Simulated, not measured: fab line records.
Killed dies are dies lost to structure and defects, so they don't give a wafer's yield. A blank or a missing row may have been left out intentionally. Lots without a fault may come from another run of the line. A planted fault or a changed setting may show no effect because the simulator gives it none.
Split-lot trial + flow n5_finfet + 21 wafers read across 7 lots, on a route 1938 steps long

## THE SPLIT
At N5_ZERO_LAYER_EXPOSE_08 (exposes mask ZERO, defocus 0 nm, target cd 2000 nm), the setting dose_mj was moved away from the recipe's 16.2 on 5 of the 21 wafers read, by +2.7% to +3.6%. The other wafers ran this setting at the recipe's value.

## FROM THE SPLIT TO THE READING: what the file shows between them, 3 steps
- N5_ZERO_LAYER_PEB_09
- N5_ZERO_LAYER_DEVELOP_10: develop time 60 s
- N5_ZERO_LAYER_HARDBAKE_23: time 120 s

## THE READING
cd_nm at N5_ZERO_LAYER_CD_MEAS_11, given in nm (cd target 2000 nm). Fault-free wafers of this fab line usually give 1999.1 nm, standard deviation 1.6 nm.

| wafer  | tool, chamber at the split | dose_mj as run | against the recipe | cd_nm, nm | against lot-mates on the recipe |
|--------|----------------------------|----------------|--------------------|-----------|---------------------------------|
| L075.2 | krf_scanner-01, 0          | 16.63          | +2.7%              | 2005.9    | +6.0                            |
| L075.3 | krf_scanner-01, 0          | 16.2           | recipe             | 2000.9    | -                               |
| L075.6 | krf_scanner-01, 0          | 16.2           | recipe             | 1998.9    | -                               |
| L076.3 | krf_scanner-01, 0          | 16.2           | recipe             | 1996.1    | -                               |
| L076.4 | krf_scanner-01, 0          | 16.2           | recipe             | 1995.0    | -                               |
| L076.5 | krf_scanner-01, 0          | 16.2           | recipe             | 1999.1    | -                               |
| L080.2 | krf_scanner-02, 0          | 16.2           | recipe             | 1999.4    | -                               |
| L080.5 | krf_scanner-02, 0          | 16.2           | recipe             | 1997.6    | -                               |
| L080.6 | krf_scanner-02, 0          | 16.2           | recipe             | 1999.3    | -                               |
| L081.2 | krf_scanner-01, 0          | 16.77          | +3.5%              | 2006.1    | +8.1                            |
| L081.5 | krf_scanner-01, 0          | 16.2           | recipe             | 1998.0    | -                               |
| L081.6 | krf_scanner-01, 0          | 16.77          | +3.5%              | 2007.3    | +9.3                            |
| L084.3 | krf_scanner-01, 0          | 16.2           | recipe             | 1999.1    | -                               |
| L084.5 | krf_scanner-01, 0          | 16.2           | recipe             | 2000.8    | -                               |
| L084.6 | krf_scanner-01, 0          | 16.2           | recipe             | 2000.4    | -                               |
| L085.2 | krf_scanner-01, 0          | 16.2           | recipe             | 2000.2    | -                               |
| L085.3 | krf_scanner-01, 0          | 16.2           | recipe             | 2000.5    | -                               |
| L085.5 | krf_scanner-01, 0          | 16.2           | recipe             | 1996.7    | -                               |
| L093.1 | krf_scanner-02, 0          | 16.78          | +3.6%              | 2007.6    | +9.2                            |
| L093.3 | krf_scanner-02, 0          | 16.2           | recipe             | 1998.4    | -                               |
| L093.5 | krf_scanner-02, 0          | 16.78          | +3.6%              | 2004.7    | +6.3                            |

FIT RESULTS
A straight line over all 21 wafers: cd_nm changes by +2.21 nm for each +1% of dose_mj; r = +0.90; the points scatter about the line by 1.7 nm.
The same after taking each lot's own level away (the mean of its wafers on the recipe; 21 wafers): +2.31 nm for each +1%; r = +0.94; scatter 1.3 nm.
According to that fit, moving dose_mj by its largest amount changes the reading by 8.3 nm.
From 1996.73 to 2000.10 nm: that is the span of the lots' own levels, equal to 2.1 times the standard deviation above.
The two slopes agree, so the slope changes little with the lot-to-lot level.
Check: +8 nm against its lot-mates is what the line predicts for one of the wafers moved furthest among these (+3.6%) when that wafer is left out of the fit. Against them it came out at +9.2 nm.

## FURTHER SPLITS ON THESE WAFERS
Other splits were also applied to these wafers ahead of the reading. Each is held against what the fit with the lots' levels taken away leaves over:
| other split on the same wafers | wafers away from the commonest value | r with cd_nm (lot level and that fit taken away) |
|--------------------------------|--------------------------------------|--------------------------------------------------|
| N5_ZERO_LAYER_COAT_05 spin_rpm | 9                                    | +0.42                                            |

## THE FILE'S OWN FIT
cd_nm changes by +2.32 nm for each +1% of dose_mj, r = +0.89.
